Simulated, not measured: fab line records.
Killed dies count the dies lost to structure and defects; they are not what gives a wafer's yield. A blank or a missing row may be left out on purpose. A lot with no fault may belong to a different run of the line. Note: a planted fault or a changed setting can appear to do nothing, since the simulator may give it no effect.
fab line records | flow n5-finfet
[record] lots = 5 wafers = 15 last-day = 18
route steps=1938 shown BEOL_M8@1392 BEOL_M9@1401
lots untouched by any fault: they come from a run of this same line in which no faults occurred
start-h: the number of hours between the record's first day and the start of the first shown wafer of the lot | wait-h: time in hours since the lot's previous step | " unchanged from the row above | L1.1+2: several wafers, shown together as one row | - either no value or no given start | * or withheld: withheld | < > ~ a bound
route shown NAME@n: names a module that has steps shown in the file, with the first one's number in the route | usual: mean/standard deviation of fault-free wafers | same: alike in all rows | chamber/n: place in a boat | sites: readings site by site | _std_site: the standard deviation of these | _edge_site: mean of outer sites minus mean of inner sites | radius-mm: how far each site lies from the wafer's centre | mask NAME#n: copy n | behind: the tool/chamber that last shaped the wafer | hold: why the lot was held/for how many hours/how that ended | device: whichever transistor did not switch (one of n, p or np) | end of line: the route-end tests of the same wafers | for a step that has no rows: nothing shown but its recipe | killed: at the first sort, the dies lost to defects and structure; wafer yield is something else | map: the dies of a wafer, with x for killed, . for not killed, _ for no die there
set.NAME: the run value of the setting; set.NAME@STEP: its run value at that earlier step | model.NAME: the simulator's own value behind a step, which no gauge read
a table for each step, a row for each wafer; lots at some steps of the route
services: from which hour (start-h, from the record's first day; less than 0 if before it) a tool's chamber was out of use, for how many hours, and why
[[steps]]
[step N5_BEOL_M8_SPUTTER_48]
[recipe] material = Cu target-thk-a = 100 temp-c = -20 bias-v = 60 power-w = 26000 chamber-pressure-pa = 0.13 time-s = 1.667
[step N5_BEOL_M8_ECD_50]
[recipe] material = Cu target-thk-a = 3000
[step N5_BEOL_M8_ANNEAL_51]
[recipe] temp-c = 225 time-s = 90 ambient = N2
[step N5_BEOL_M8_CMP_52]
[recipe] stop-on = SiCOH_lowk t-overpolish-s = 6.9 down-force-psi = 1 platen-rpm = 50 clearing-platen-down-force-psi = 1.5 clearing-platen-rpm = 50 post-cmp-clean = cu-alkaline target-thk-nm = 80 clearing-platen-pad-velocity-m-s = 0.99484 pad-velocity-m-s = 0.99484
[step N5_BEOL_M8_THK_MEAS_53]
[recipe] thk-meas-gauge = xrf reads = Cu_of_BEOL_M8_ECD_50
[usual] M8_THK = 80.9/1.9
// columns lot.wafer tool chamber start-h wait-h M8_THK[nm]
L897.3 film-metro-02 - 253.00 - 82.1
L897.5 " - " " 82.5
L897.6 " - " " 80.9
L902.1 film-metro-01 - 292.34 - 82.9
L902.2 " - " " 84.6
L902.6 " - " " 84.4
L901.2 film-metro-02 - 298.86 - 83.2
L901.5 " - " " 79.8
L901.6 " - " " 81.0
L903.2 film-metro-02 - 300.01 - 80.1
L903.5 " - " " 79.5
L903.6 " - " " 79.9
L910.2 film-metro-01 - 340.52 - 80.0
L910.4 " - " " 82.1
L910.5 " - " " 82.3
[step N5_BEOL_M8_PRE_CLEAN_55]
[recipe] gas = NH3 time-s = 15 temp-c = withheld rf-power-w = 300
[step N5_BEOL_M8_DEP_56]
[recipe] material = SiCN target-thk-a = 100 temp-c = withheld precursor = 3MS/NH3 pressure-torr = 3 rf-w = 202 time-s = 17.5
[step N5_BEOL_M8_RS_MEAS_57]
[recipe] thk-meas-gauge = four-point-probe reads = Cu_of_BEOL_M8_ECD_50+Co_of_BEOL_M8_CVD_78+TaN_of_BEOL_M8_ALD_77
[usual] M8_RS = 0.287/0.0077
// columns lot.wafer tool chamber start-h wait-h M8_RS[ohm/sq]
L897.3 film-metro-02 - 253.14 0.1 0.280
L897.5 " - " " 0.280
L897.6 " - " " 0.285
L902.1 film-metro-02 - 292.47 0.1 0.277
L902.2 " - " " 0.271
L902.6 " - " " 0.273
L901.2 film-metro-02 - 299.03 0.1 0.281
L901.5 " - " " 0.297
L901.6 " - " " 0.289
L903.2 film-metro-02 - 300.14 0.1 0.293
L903.5 " - " " 0.294
L903.6 " - " " 0.295
L910.2 film-metro-01 - 340.66 0.1 0.291
L910.4 " - " " 0.281
L910.5 " - " " 0.280
[step N5_BEOL_M8_INSPECT_58]
[recipe] inspect-instrument = darkfield mode = post-dep
[usual] raw-defect-count = 76/27
// columns lot.wafer tool chamber start-h wait-h raw-defect-count
L897.3 defect-inspect-01 - 253.16 0.0 75
L897.5 " - " " 115
L897.6 " - " " 50
L902.1 defect-inspect-01 - 292.49 0.0 129
L902.2 " - " " 102
L902.6 " - " " 87
L901.2 defect-inspect-01 - 299.05 0.0 39
L901.5 " - " " 54
L901.6 " - " " 43
L903.2 defect-inspect-01 - 300.17 0.0 62
L903.5 " - " " 69
L903.6 " - " " 44
L910.2 defect-inspect-01 - 340.68 0.0 113
L910.4 " - " " 105
L910.5 " - " " 109
[step N5_BEOL_M9_ILD_DEP_00]
[recipe] material = SiCOH_lowk target-thk-a = 3085.1 temp-c = 300 precursor = DEMS/porogen pressure-torr = 5 rf-w = 500 time-s = 58
[usual] heater-power-w = 311/57 showerhead-plenum-p-Torr = 5.736/0.013 throttle-valve-pct = 13.9/0.63
// columns lot.wafer tool chamber start-h wait-h heater-power-w showerhead-plenum-p-Torr throttle-valve-pct
L897.3 pecvd-04 1 253.20 0.0 248 5.727 14.0
L897.5 " 2 " " 217 5.746 12.6
L897.6 " 0 " " 329 5.748 14.4
L902.1 pecvd-01 2 292.53 0.0 320 5.733 14.0
L902.2 " 1 " " 305 5.764 13.3
L902.6 " 0 " " 325 5.734 13.8
L901.2 pecvd-04 2 299.09 0.0 223 5.751 12.5
L901.5 " 2 " " 233 5.746 12.6
L901.6 " 1 " " 300 5.718 14.1
L903.2 pecvd-01 2 300.20 0.0 327 5.750 13.9
L903.5 " 2 " " 342 5.719 14.0
L903.6 " 0 " " 323 5.720 13.7
L910.2 pecvd-04 1 340.72 0.0 282 5.712 13.9
L910.4 " 2 " " 241 5.747 12.9
L910.5 " 1 " " 295 5.716 13.8
[step N5_BEOL_M9_CURE_71]
[recipe] temp-c = 385 time-s = 240 ambient = He/Ar material = SiCOH_lowk
[usual] lamp-power-pct = 52.31/0.054 wafer_temp_C_max = 386.8/0.79
// columns lot.wafer tool chamber start-h wait-h lamp-power-pct wafer_temp_C_max
L897.3 uv-cure-01 1 253.43 0.2 52.31 387.1
L897.5 " 1 " " 52.38 387.0
L897.6 " 1 " " 52.37 387.6
L902.1 uv-cure-01 0 292.61 0.0 52.36 387.4
L902.2 " 0 " " 52.33 388.1
L902.6 " 0 " " 52.32 387.9
L901.2 uv-cure-02 0 299.33 0.2 52.31 386.3
L901.5 " 0 " " 52.33 386.5
L901.6 " 0 " " 52.30 386.0
L903.2 uv-cure-02 0 300.44 0.2 52.35 386.2
L903.5 " 0 " " 52.28 386.0
L903.6 " 0 " " 52.30 386.4
L910.2 uv-cure-01 0 340.88 0.1 52.17 387.5
L910.4 " 0 " " 52.30 387.6
L910.5 " 0 " " 52.36 387.7
[step N5_BEOL_M9_THK_MEAS_01]
[recipe] reads = SiCOH_lowk_of_BEOL_M9_ILD_DEP_00
[usual] M9_ILD_THK = 269/3.5
// columns lot.wafer tool chamber start-h wait-h M9_ILD_THK[nm]
L897.3 film-metro-01 - 253.79 0.3 266
L897.5 " - " " 268
L897.6 " - " " 269
L902.1 film-metro-02 - 293.12 0.4 268
L902.2 " - " " 264
L902.6 " - " " 271
L901.2 film-metro-01 - 300.16 0.7 271
L901.5 " - " " 273
L901.6 " - " " 268
L903.2 film-metro-02 - 301.27 0.7 266
L903.5 " - " " 274
L903.6 " - " " 273
L910.2 film-metro-02 - 341.31 0.4 269
L910.4 " - " " 271
L910.5 " - " " 273
[step N5_BEOL_M9_PECVD_70]
[recipe] material = SiO2 target-thk-a = 200 temp-c = 400 precursor = TEOS/O2 pressure-torr = 5.5 rf-w = 450 teos-flow-sccm = 53.8 gas = O2 flow-sccm = 3000 time-s = 22.7
[usual] heater-power-w = 728/120 showerhead-plenum-p-Torr = 8.78/0.048 susceptor-temp-C = 400.02/0.21 throttle-valve-pct = 22.5/1.1
// columns lot.wafer tool chamber start-h wait-h heater-power-w showerhead-plenum-p-Torr susceptor-temp-C throttle-valve-pct model.SiO2_of_BEOL_M9_PECVD_70.thk-nm
L897.3 pecvd-04 1 253.82 0.0 644 8.69 399.92 22.6 19.6
L897.5 " 0 " " 765 8.77 400.20 23.7 19.6
L897.6 " 1 " " 667 8.67 400.23 22.4 20.2
L902.1 pecvd-01 1 293.16 0.0 693 8.84 399.85 21.3 20
L902.2 " 0 " " 688 8.78 399.94 22.3 19.8
L902.6 " 1 " " 684 8.83 399.75 21.3 20.4
L901.2 pecvd-02 0 300.19 0.0 660 8.75 400.03 24.2 19.8
L901.5 " 1 " " 893 8.84 399.83 23.5 20.2
L901.6 " 2 " " 917 8.77 399.73 21.2 20.2
L903.2 pecvd-01 2 301.31 0.0 728 8.72 400.07 23.1 20.2
L903.5 " 1 " " 608 8.82 400.18 21.7 20.4
L903.6 " 2 " " 718 8.75 400.09 22.7 20.4
L910.2 pecvd-04 2 341.35 0.0 564 8.81 394.25 20.6 20.4
L910.4 " 0 " " 783 8.80 399.96 23.9 19.8
L910.5 " 2 " " 547 8.83 394.10 20.6 20.8
[step N5_BEOL_M9_HM_DEP_02]
[recipe] material = TiN target-thk-a = 200 temp-c = 25 chamber-pressure-pa = 0.49996
[step N5_BEOL_M9_COAT_59]
[recipe] resist = SOC temp-c = 250 time-s = 60 spin-rpm = 1500 resist-thk-nm = 100
[step N5_BEOL_M9_COAT_60]
[recipe] resist = SiARC temp-c = 220 time-s = 60 spin-rpm = 1500 resist-thk-nm = 30
[step N5_BEOL_M9_COAT_05]
[recipe] resist = CAR-ArF spin-rpm = 1500 resist-thk-nm = 90
[step N5_BEOL_M9_EBR_07]
[recipe] solvent = PGMEA ebr-width-mm = 1.5
[step N5_BEOL_M9_SOFTBAKE_06]
[recipe] temp-c = 110 time-s = 60 resist = CAR-ArF
[step N5_BEOL_M9_EXPOSE_08]
[recipe] mask-id = M9 na = 1.35 source-shape = dipole sigma-inner = 0.411 sigma-outer = 0.611 polarization = te dose-mj = 53.75
[step N5_BEOL_M9_PEB_09]
[recipe] peb-temp-c = withheld peb-time-s = 60 resist = CAR-ArF
[step N5_BEOL_M9_DEVELOP_10]
[recipe] develop-time-s = 30 developer = TMAH resist = CAR-ArF rinse-liquid = diw dry = air-spin dev-temp-c = 23
[step N5_BEOL_M9_CD_MEAS_11]
[recipe] target-cd-nm = 64.1 landing-energy-ev = 500 detector = se-inlens polarity = opening
[usual] cd-nm = 64.0/0.52
// columns lot.wafer tool chamber start-h wait-h cd-nm
L897.3 cd-sem-03 0 254.83 - 64.1
L897.5 " 0 " " 63.3
L897.6 " 0 " " 63.2
L902.1 cd-sem-02 0 295.57 - 63.9
L902.2 " 0 " " 63.9
L902.6 " 0 " " 64.1
L901.2 cd-sem-03 0 301.41 - 62.8
L901.5 " 0 " " 64.0
L901.6 " 0 " " 63.3
L903.2 cd-sem-03 0 302.47 - 63.5
L903.5 " 0 " " 63.7
L903.6 " 0 " " 64.0
L910.2 cd-sem-01 0 342.12 - 63.7
L910.4 " 0 " " 63.9
L910.5 " 0 " " 63.3
[step N5_BEOL_M9_OVL_MEAS_12]
[recipe] points-per-wafer = 44
[usual] M9_OVL = -0.2/0.76
// columns lot.wafer tool chamber start-h wait-h M9_OVL[nm]
L897.3 overlay-02 0 254.86 0.0 -1.6
L897.5 " 0 " " -0.8
L897.6 " 0 " " 0.3
L902.1 overlay-02 0 295.60 0.0 1.9
L902.2 " 0 " " 0.6
L902.6 " 0 " " 0.6
L901.2 overlay-01 0 301.44 0.0 0.5
L901.5 " 0 " " -0.8
L901.6 " 0 " " -0.5
L903.2 overlay-01 0 302.50 0.0 -0.6
L903.5 " 0 " " 0.3
L903.6 " 0 " " -0.4
L910.2 overlay-02 0 342.14 0.0 0.1
L910.4 " 0 " " 0.8
L910.5 " 0 " " -0.1
[step N5_BEOL_M9_INSPECT_13]
[recipe] mode = adi inspect-instrument = brightfield
[usual] raw-defect-count = 427/90
// columns lot.wafer tool chamber start-h wait-h raw-defect-count
L897.3 defect-inspect-02 - 254.88 0.0 379
L897.5 " - " " 404
L897.6 " - " " 403
L902.1 defect-inspect-01 - 295.62 0.0 551
L902.2 " - " " 447
L902.6 " - " " 479
L901.2 defect-inspect-02 - 301.47 0.0 290
L901.5 " - " " 421
L901.6 " - " " 329
L903.2 defect-inspect-02 - 302.52 0.0 470
L903.5 " - " " 447
L903.6 " - " " 326
L910.2 defect-inspect-01 - 342.17 0.0 510
L910.4 " - " " 464
L910.5 " - " " 392
[step N5_BEOL_M9_DESCUM_16]
[recipe] chemistry = O2 time-s = 7.9 source-power-w = 50 bias-power-w = 20 pressure-mtorr = 20 rf-frequency-hz = 2.712e+07 temp-c = 40 resist = CAR-ArF o2-flow-sccm = 225
[usual] drypump-motor-current-A = 5.7/0.55 oes-product-au = 0.79/0.084 rf-vpp-V = 243.2/1.2 showerhead-plenum-p-Torr = 2.09/0.062 throttle-valve-pct = 20.43/0.25
// columns lot.wafer tool chamber start-h wait-h drypump-motor-current-A oes-product-au rf-hours-counter-h rf-vpp-V showerhead-plenum-p-Torr throttle-valve-pct
L897.3 rie-diel-06 2 254.92 0.0 5.0 0.88 54 241.9 2.04 20.00
L897.5 " 3 " " 5.7 0.78 - 244.5 2.19 20.33
L897.6 " 0 " " 6.2 0.73 - 242.7 1.99 20.61
L902.1 rie-diel-03 0 295.65 0.0 6.5 0.92 29 244.0 2.15 20.11
L902.2 " 2 " " 6.6 0.90 16 241.8 2.06 20.40
L902.6 " 0 " " 6.5 0.91 - 242.3 2.15 20.11
L901.2 rie-diel-01 1 301.50 0.0 4.8 0.68 229 243.3 2.14 20.38
L901.5 " 3 " " 5.9 0.72 - 241.3 2.00 20.76
L901.6 " 0 " " 5.2 0.74 - 243.9 2.08 20.79
L903.2 rie-diel-06 3 302.76 0.2 5.7 0.76 138 245.0 2.18 20.37
L903.5 " 3 " " 5.7 0.76 - 243.6 2.18 20.34
L903.6 " 2 " " 5.0 0.86 - 242.0 2.04 20.02
L910.2 rie-diel-03 3 342.27 0.1 5.5 0.95 6 242.9 2.17 20.49
L910.4 " 0 " " 6.5 0.90 46 242.5 2.14 20.14
L910.5 " 0 " " 6.5 0.90 - 244.0 2.14 20.16
[step N5_BEOL_M9_ETCH_61]
[recipe] chemistry = CF4 target = SiARC target-depth-a = 390 mask-material = CAR-ArF time-s = 65 ion-energy-ev = 80 pressure-mtorr = 40 source-w = 545 bias-w = 36 Ar_flow_sccm = 100 cf4-flow-sccm = 100 ends = cleared
[usual] drypump-motor-current-A = 5.7/0.55 etch-rf-on-time-s = 64.9/1.6 oes-product-au = 0.67/0.07 rf-vpp-V = 184.1/1.1 showerhead-plenum-p-Torr = 2.14/0.061 throttle-valve-pct = 15.60/0.27
// columns lot.wafer tool chamber start-h wait-h drypump-motor-current-A etch-rf-on-time-s oes-product-au rf-hours-counter-h rf-vpp-V showerhead-plenum-p-Torr throttle-valve-pct
L897.3 rie-diel-06 2 254.95 0.0 4.9 64.6 0.74 54 182.5 2.09 15.12
L897.5 " 3 " " 5.7 65.3 0.66 - 186.0 2.23 15.60
L897.6 " 0 " " 6.3 66.8 0.63 - 183.6 2.04 15.84
L902.1 rie-diel-03 0 295.69 0.0 6.5 65.1 0.78 29 183.9 2.17 15.13
L902.2 " 2 " " 6.6 63.7 0.78 16 183.0 2.11 15.52
L902.6 " 0 " " 6.5 65.4 0.78 - 185.0 2.17 15.13
L901.2 rie-diel-01 1 301.53 0.0 4.8 65.0 0.59 229 185.8 2.19 15.68
L901.5 " 3 " " 5.9 67.8 0.61 - 182.2 2.03 15.77
L901.6 " 0 " " 5.2 62.6 0.64 - 184.0 2.14 15.98
L903.2 rie-diel-06 3 302.80 0.0 5.7 66.1 0.65 138 185.8 2.23 15.62
L903.5 " 3 " " 5.7 65.9 0.64 - 186.3 2.23 15.62
L903.6 " 2 " " 5.0 65.0 0.72 - 182.5 2.08 15.15
L910.2 rie-diel-03 3 342.30 0.0 5.4 63.4 0.82 6 185.5 2.19 15.44
L910.4 " 0 " " 6.5 64.5 0.76 46 186.0 2.17 15.18
L910.5 " 0 " " 6.5 64.2 0.76 - 185.7 2.17 15.16
[step N5_BEOL_M9_ETCH_62]
[recipe] chemistry = N2/H2 target = SOC target-depth-a = 1100 overetch-a = 220 mask-material = SiARC temp-c = 40 time-s = 165 ion-energy-ev = 200 pressure-mtorr = 30 source-w = 840 bias-w = 150 n2-flow-sccm = 200 h2-flow-sccm = 200
[step N5_BEOL_M9_STRIP_68]
[recipe] chemistry = N2/H2 temp-c = 40 n2-flow-sccm = 200 h2-flow-sccm = 200 rf-frequency-hz = 6e+07
[step N5_BEOL_M9_STRIP_67]
[recipe] chemistry = CF4 resist = SiARC power-w = 300 bias-power-w = 75 pressure-mtorr = 50 cf4-flow-sccm = 150 rf-frequency-hz = 6e+07
[step N5_BEOL_M9_HM_OPEN_17]
[recipe] chemistry = Cl2/BCl3 target-depth-a = 200 overetch-a = 60 target = TiN mask-material = SOC ion-energy-ev = 150 pressure-mtorr = 10 icp-w = 1000 bias-w = 126 Cl2_flow_sccm = 53.25 bcl3-flow-sccm = 21.75 Ar_flow_sccm = 25
[step N5_BEOL_M9_STRIP_19]
[recipe] chemistry = O2 power-w = 400 temp-c = 40 pressure-mtorr = 30 rf-frequency-hz = 6e+07 bias-power-w = 0 overash-fraction = 0.2 o2-flow-sccm = 225
[usual] drypump-motor-current-A = 5.7/0.57 oes-product-au = 0.80/0.096 rf-vpp-V = 3.6/0.57 showerhead-plenum-p-Torr = 2.10/0.06 throttle-valve-pct = 16.68/0.25
[same] overash-fraction = 0.2
// columns lot.wafer tool chamber start-h wait-h drypump-motor-current-A oes-product-au rf-hours-counter-h rf-vpp-V showerhead-plenum-p-Torr throttle-valve-pct
L897.3 rie-diel-06 1 255.30 0.1 5.1 0.70 235 3.7 2.08 16.81
L897.5 " 2 " " 4.9 0.88 - 3.4 2.05 16.24
L897.6 " 3 " " 5.7 0.77 - 3.5 2.19 16.66
L902.1 rie-diel-03 3 296.13 0.2 5.4 0.67 248 4.5 2.17 17.07
L902.2 " 2 " " 6.6 0.92 16 5.1 2.07 16.57
L902.6 " 1 " " 5.6 0.85 - 3.1 2.13 16.48
L901.2 rie-diel-06 2 301.94 0.1 4.9 0.86 67 3.6 2.04 16.24
L901.5 " 1 " " 5.1 0.71 - 3.8 2.07 16.79
L901.6 " 0 " " 6.2 0.73 - 2.6 1.99 16.90
L903.2 rie-diel-03 1 303.17 0.1 5.7 0.85 61 3.3 2.13 16.49
L903.5 " 0 " " 6.5 0.92 - 3.8 2.15 16.35
L903.6 " 1 " " 5.6 0.85 - 3.5 2.13 16.50
L910.2 rie-diel-03 0 342.65 0.1 6.5 0.89 46 3.5 2.15 16.35
L910.4 " 3 " " 5.4 0.95 6 3.3 2.17 16.67
L910.5 " 3 " " 5.4 0.95 - 3.0 2.17 16.67
[step N5_BEOL_M9_CD_MEAS_18]
[recipe] pitch-nm = 140 target-cd-nm = 70
[usual] cd-nm = 69.9/0.6
// columns lot.wafer tool chamber start-h wait-h cd-nm
L897.3 cd-sem-02 - 255.37 0.1 70.5
L897.5 " - " " 69.1
L897.6 " - " " 69.5
L902.1 cd-sem-02 - 296.20 0.0 70.0
L902.2 " - " " 70.2
L902.6 " - " " 69.9
L901.2 cd-sem-03 - 302.01 0.1 69.4
L901.5 " - " " 69.9
L901.6 " - " " 69.8
L903.2 cd-sem-03 - 303.25 0.1 68.6
L903.5 " - " " 69.0
L903.6 " - " " 70.1
L910.2 cd-sem-02 - 342.72 0.1 69.8
L910.4 " - " " 69.8
L910.5 " - " " 69.2
[step N5_BEOL_M9_COAT_63]
[recipe] resist = SOC temp-c = 250 time-s = 60 spin-rpm = 1500 resist-thk-nm = 60
[step N5_BEOL_M9_COAT_64]
[recipe] resist = SiARC temp-c = 220 time-s = 60 spin-rpm = 1500 resist-thk-nm = 12
[step N5_BEOL_M9_COAT_75]
[recipe] resist = underlayer temp-c = 205 time-s = 60 spin-rpm = 1500 resist-thk-nm = 5
[step N5_BEOL_M9_COAT_22]
[recipe] resist = CAR-EUV spin-rpm = 1500 resist-thk-nm = 30
[step N5_BEOL_M9_EBR_24]
[recipe] solvent = PGMEA ebr-width-mm = 1.5
[step N5_BEOL_M9_SOFTBAKE_23]
[recipe] temp-c = 110 time-s = 60 resist = CAR-EUV
[step N5_BEOL_M9_EXPOSE_25]
[recipe] mask-id = V8 na = 0.33 source-shape = annular sigma-inner = 0.4 sigma-outer = 0.8 polarization = unpolarized dose-mj = 37.25
[step N5_BEOL_M9_PEB_26]
[recipe] peb-temp-c = 100 peb-time-s = 60 resist = CAR-EUV
[step N5_BEOL_M9_DEVELOP_27]
[recipe] develop-time-s = 30 developer = TMAH resist = CAR-EUV rinse-liquid = surfactant-rinse dry = air-spin dev-temp-c = 23
[step N5_BEOL_M9_HM_STRIP_39]
[recipe] chemistry = peroxide-tin-strip material = TiN target-depth-a = 250 temp-c = 50 time-s = 158
// columns lot.wafer tool chamber start-h wait-h model.SiO2_of_BEOL_M9_PECVD_70.thk-nm
L897.3+5 wet-bench-03 1,4 259.56 0.0 19.6
L897.6 " 0 " " 20
L902.1 wet-bench-03 7 297.16 0.0 19.8
L902.2 " 0 " " 19.6
L902.6 " 5 " " 20.2
L901.2 wet-bench-06 1 303.13 0.0 19.8
L901.5 " 5 " " 20
L901.6 " 4 " " 20.2
L903.2 wet-bench-06 7 304.36 0.0 20
L903.5+6 " 5,4 " " 20.2
L910.2 wet-bench-02 0 345.96 0.0 20.2
L910.4 " 5 " " 19.6
L910.5 " 3 " " 20.6
[[services]]
// columns tool chamber start-h hours kind
pecvd-02 2 233.53 18.2 repair
pecvd-04 2 233.59 5.8 repair
rie-diel-01 0 241.59 12.8 repair
uv-cure-01 - 242.69 1.8 repair
pecvd-01 1 243.29 17.6 repair
pecvd-01 - 245.94 0.7 repair
uv-cure-01 - 263.17 7.1 pm
pecvd-04 - 265.39 0.2 repair
rie-diel-03 2 266.47 4.2 repair
pecvd-01 - 268.67 0.6 repair
wet-bench-03 - 268.87 2.0 repair
pecvd-04 - 284.97 2.8 pm
rie-diel-06 1 290.13 8.6 repair
rie-diel-01 - 294.76 1.2 repair
pecvd-02 0 302.60 6.9 repair
rie-diel-03 3 303.82 - clean
rie-diel-03 3 303.82 - consumable-replace:focus-ring
rie-diel-03 3 303.82 16.7 scheduled-down
rie-diel-03 3 303.82 16.7 vent-cycle
rie-diel-06 1 312.47 - clean
rie-diel-06 1 312.47 - consumable-replace:focus-ring
uv-cure-02 - 329.94 7.5 pm
pecvd-02 - 336.80 1.3 repair
wet-bench-06 - 340.99 3.7 repair
[[key]]
[first-sign] step = N5_BEOL_M9_PECVD_70 reading = susceptor-temp-C direction = down sigmas = 27 usual = * struck = *
effect none on later readings
[model-effect] step = N5_BEOL_M9_PECVD_70 value = SiO2_of_BEOL_M9_PECVD_70.thk-nm without = 19.8 struck = 20.6
[model-effect] step = N5_BEOL_M9_HM_STRIP_39 value = SiO2_of_BEOL_M9_PECVD_70.thk-nm without = 19.7 struck = 20.4
met-at N5_BEOL_M9_PECVD_70
struck-wafers L910.2,L910.5
[fault] kind = process-parameter-drift tool = pecvd-04 chamber = 2 onset-h = 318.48 steps = N5_BEOL_M9_PECVD_70 channel = temp-c offset = * shape = step end-h = 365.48 acts-in = * stated = *
